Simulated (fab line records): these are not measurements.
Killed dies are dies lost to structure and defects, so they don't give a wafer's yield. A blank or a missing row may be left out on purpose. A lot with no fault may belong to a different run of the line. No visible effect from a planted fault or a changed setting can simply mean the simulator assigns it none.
The tool behind it: which one? | flow nand_harc | Sampling: 14 lots, 40 wafers, 4 of 1302 route steps

## WHAT THE GAUGES READ, wafer by wafer
The record holds no reading of a measuring or inspecting step that can be judged against a usual standard deviation.

## EACH LOT AND THE TOOL THAT RAN IT (in order: tool; ch and the chambers of the sampled wafers; start)
lot  | NHARC_A_STAIRCASE_TRIM_12          | NHARC_A_STAIRCASE_ETCH_15                     | NHARC_A_STAIRCASE_ETCH_19          | NHARC_A_STAIRCASE_ETCH_21
L343 | rie_diel-13 ch 1,2,3, day 15 18:01 | rie_diel-13 ch 0,2,3, day 15 19:16 or earlier | rie_diel-13 ch 1,2,3, day 15 19:16 | rie_diel-13 ch 0,2,3, no start
L344 | rie_diel-03 ch 1,2,3, day 15 18:11 | rie_diel-03 ch 0,2,3, day 15 19:07 or earlier | rie_diel-03 ch 0,2,3, day 15 19:07 | rie_diel-03 ch 0,1,3, no start
L346 | rie_diel-13 ch 0,1,2, day 17 08:26 | rie_diel-13 ch 0,3, day 17 09:15 or earlier   | rie_diel-13 ch 0,1,2, day 17 09:15 | rie_diel-13 ch 0,2,3, no start
L347 | rie_diel-03 ch 1,2,3, day 17 08:40 | rie_diel-03 ch 0,1,2, day 17 09:31 or earlier | rie_diel-03 ch 0,1,3, day 17 09:31 | rie_diel-03 ch 1,2,3, day 17 09:56
L348 | rie_diel-02 ch 0,2, day 18 01:28   | rie_diel-02 ch 1,2, day 18 02:27 or earlier   | rie_diel-02 ch 0,1,2, day 18 02:27 | rie_diel-02 ch 1,2, no start
L350 | rie_diel-03 ch 0,1, day 18 17:25   | rie_diel-03 ch 0,2, day 18 18:16 or earlier   | rie_diel-03 ch 0,1, day 18 18:16   | rie_diel-02 ch 0,1,2, no start
L351 | rie_diel-02 ch 2,3, day 19 01:13   | rie_diel-02 ch 0,1,2, day 19 02:04 or earlier | rie_diel-02 ch 1,2,3, day 19 02:04 | rie_diel-13 ch 0,2,3, no start
L352 | rie_diel-03 ch 0,3, day 19 01:48   | rie_diel-03 ch 0,1,3, day 19 05:32 or earlier | rie_diel-03 ch 1,2, day 19 05:32   | rie_diel-03 ch 2,3, no start
L354 | rie_diel-13 ch 0,1,3, day 19 23:44 | rie_diel-13 ch 1,2,3, day 20 00:35 or earlier | rie_diel-13 ch 1,3, day 20 00:35   | rie_diel-02 ch 0,3, no start
L355 | rie_diel-03 ch 1,2,3, day 20 17:38 | rie_diel-03 ch 1,2,3, day 20 18:34 or earlier | rie_diel-03 ch 1,2,3, day 20 18:34 | rie_diel-03 ch 0,1,2, no start
L357 | rie_diel-03 ch 0,2,3, day 21 12:05 | rie_diel-03 ch 0,1,3, day 21 12:59 or earlier | rie_diel-03 ch 0,2,3, day 21 12:59 | rie_diel-13 ch 0,2,3, no start
L358 | rie_diel-02 ch 1,2,3, day 21 16:37 | rie_diel-02 ch 1,2,3, day 21 17:26 or earlier | rie_diel-02 ch 2,3, day 21 17:26   | rie_diel-02 ch 2,3, no start
L359 | rie_diel-03 ch 2,3, day 22 22:15   | rie_diel-03 ch 0,1, day 22 23:16 or earlier   | rie_diel-03 ch 0,2, day 22 23:16   | rie_diel-03 ch 1,2, no start
L363 | rie_diel-03 ch 1,3, day 24 05:23   | rie_diel-03 ch 2,3, day 24 06:14 or earlier   | rie_diel-03 ch 0,2, day 24 06:14   | rie_diel-02 ch 1,3, no start
- NHARC_A_STAIRCASE_TRIM_12: chemistry O2, time 211.2 s.
- NHARC_A_STAIRCASE_ETCH_15: etches the open film in C4F8/O2, target depth 100 nm, time 40.5 s.
- NHARC_A_STAIRCASE_ETCH_19: etches the open film in C4F8/O2, target depth 100 nm, time 40.5 s.
- NHARC_A_STAIRCASE_ETCH_21: etches the open film in C4F8/O2, target depth 100 nm, time 40.5 s.

## WHAT THE TOOLS THEMSELVES READ (means of the sampled wafers that have a number; where no wafer has one, the mark that the record gives instead)
NHARC_A_STAIRCASE_TRIM_12.
lot  | tool        | drypump_motor_current_A (A) | oes_product_au (a.u.) | rf_vpp_V (V) | showerhead_plenum_p_Torr (Torr) | throttle_valve_pct (%)
L343 | rie_diel-13 | 6.16                        | 0.998                 | 56.7         | 3.50                            | 17.039
L344 | rie_diel-03 | 5.96                        | 0.991                 | 57.6         | 3.55                            | 17.037
L346 | rie_diel-13 | 5.75                        | 1.009                 | 58.1         | 3.45                            | 17.036
L347 | rie_diel-03 | 5.95                        | 1.008                 | 57.5         | 3.55                            | 17.041
L348 | rie_diel-02 | 5.61                        | 0.990                 | 57.6         | 3.36                            | 17.037
L350 | rie_diel-03 | 5.95                        | 0.998                 | 57.6         | 3.65                            | 17.040
L351 | rie_diel-02 | 5.64                        | 1.007                 | 57.8         | 3.38                            | 17.036
L352 | rie_diel-03 | 5.85                        | 1.001                 | 57.5         | 3.57                            | 17.034
L354 | rie_diel-13 | 5.86                        | 1.007                 | 57.5         | 3.51                            | 17.037
L355 | rie_diel-03 | 5.94                        | 0.995                 | 58.4         | 3.53                            | 17.039
L357 | rie_diel-03 | 5.94                        | 0.993                 | 56.7         | 3.45                            | 17.039
L358 | rie_diel-02 | 5.78                        | 0.997                 | 57.3         | 3.48                            | 17.031
L359 | rie_diel-03 | 5.96                        | 1.015                 | 58.3         | 3.71                            | 17.041
L363 | rie_diel-03 | 5.87                        | 1.003                 | 57.8         | 3.65                            | 17.048

NHARC_A_STAIRCASE_ETCH_15.
lot  | tool        | oes_product_au (a.u.) | rf_vpp_V (V)
L343 | rie_diel-13 | 0.942                 | 894
L344 | rie_diel-03 | 0.936                 | 894
L346 | rie_diel-13 | 0.945                 | 896
L347 | rie_diel-03 | 0.944                 | 895
L348 | rie_diel-02 | 0.931                 | 899
L350 | rie_diel-03 | 0.937                 | 892
L351 | rie_diel-02 | 0.945                 | 894
L352 | rie_diel-03 | 0.945                 | 899
L354 | rie_diel-13 | 0.952                 | 895
L355 | rie_diel-03 | 0.938                 | 896
L357 | rie_diel-03 | 0.949                 | 898
L358 | rie_diel-02 | 0.944                 | 894
L359 | rie_diel-03 | 0.956                 | 899
L363 | rie_diel-03 | 0.948                 | 902

NHARC_A_STAIRCASE_ETCH_19.
lot  | tool        | oes_product_au (a.u.) | rf_vpp_V (V)
L343 | rie_diel-13 | 0.954                 | 895
L344 | rie_diel-03 | 0.945                 | 894
L346 | rie_diel-13 | 0.948                 | 893
L347 | rie_diel-03 | 0.945                 | 899
L348 | rie_diel-02 | 0.934                 | 895
L350 | rie_diel-03 | 0.937                 | 899
L351 | rie_diel-02 | 0.950                 | 894
L352 | rie_diel-03 | 0.927                 | 891
L354 | rie_diel-13 | 0.940                 | 896
L355 | rie_diel-03 | 0.947                 | 896
L357 | rie_diel-03 | 0.935                 | 893
L358 | rie_diel-02 | 0.942                 | 890
L359 | rie_diel-03 | 1.026                 | 901
L363 | rie_diel-03 | 1.026                 | 900

NHARC_A_STAIRCASE_ETCH_21.
lot  | tool        | oes_product_au (a.u.) | rf_vpp_V (V)
L343 | rie_diel-13 | 0.958                 | 895
L344 | rie_diel-03 | 0.941                 | 900
L346 | rie_diel-13 | 0.947                 | 894
L347 | rie_diel-03 | 0.965                 | 897
L348 | rie_diel-02 | 0.922                 | 894
L350 | rie_diel-02 | 0.951                 | 895
L351 | rie_diel-13 | 0.952                 | 894
L352 | rie_diel-03 | 0.934                 | 891
L354 | rie_diel-02 | 0.970                 | 890
L355 | rie_diel-03 | 0.953                 | 895
L357 | rie_diel-13 | 0.972                 | 892
L358 | rie_diel-02 | 0.955                 | 890
L359 | rie_diel-03 | 0.958                 | 905
L363 | rie_diel-02 | 0.975                 | 896

## THE ANSWER, worked out from the rows above alone
Rule: the lots themselves supply what counts as usual. Put in order of their means at a reading, lots are off if they are a third of the lots or fewer, leave a main group of 4 or more, and stand apart from it by a gap of 3 or more times the standard deviation of the main group's means; of several such gaps the widest counts. The tables above print the reading to a certain number of digits; a main group whose means all agree to those digits is not used. Also off: a lot with no number at a reading for which 4 or more lots have one. Where the step has rows for the other lots, those lots are counted as sound. The gauges are gone through in route order, then the tools' own readings, and for those a lot's mean is taken as printed above. The first step at which some lot is off is used, and at that step the reading that is off furthest; a lot without a number counts as furthest.
Off, at NHARC_A_STAIRCASE_ETCH_19 on oes_product_au: L359, L363. Main group: mean 0.942 a.u., sd 0.0074.
A tool fits if, at that step or a process step before it, it ran every lot that is off, and no sound lot after the first of them. Because NHARC_A_STAIRCASE_ETCH_15 lacks a start for some lots, the hours and order of its lots are taken from NHARC_A_STAIRCASE_ETCH_19. One fits: rie_diel-03 at NHARC_A_STAIRCASE_TRIM_12 and NHARC_A_STAIRCASE_ETCH_15 and NHARC_A_STAIRCASE_ETCH_19. At NHARC_A_STAIRCASE_TRIM_12 its last sound lot is L357 (day 21 12:05), its first lot that is off L359 (day 22 22:15): a fault that began between those two fits.

## WHAT HAD BEEN PUT IN BY THE SIMULATOR
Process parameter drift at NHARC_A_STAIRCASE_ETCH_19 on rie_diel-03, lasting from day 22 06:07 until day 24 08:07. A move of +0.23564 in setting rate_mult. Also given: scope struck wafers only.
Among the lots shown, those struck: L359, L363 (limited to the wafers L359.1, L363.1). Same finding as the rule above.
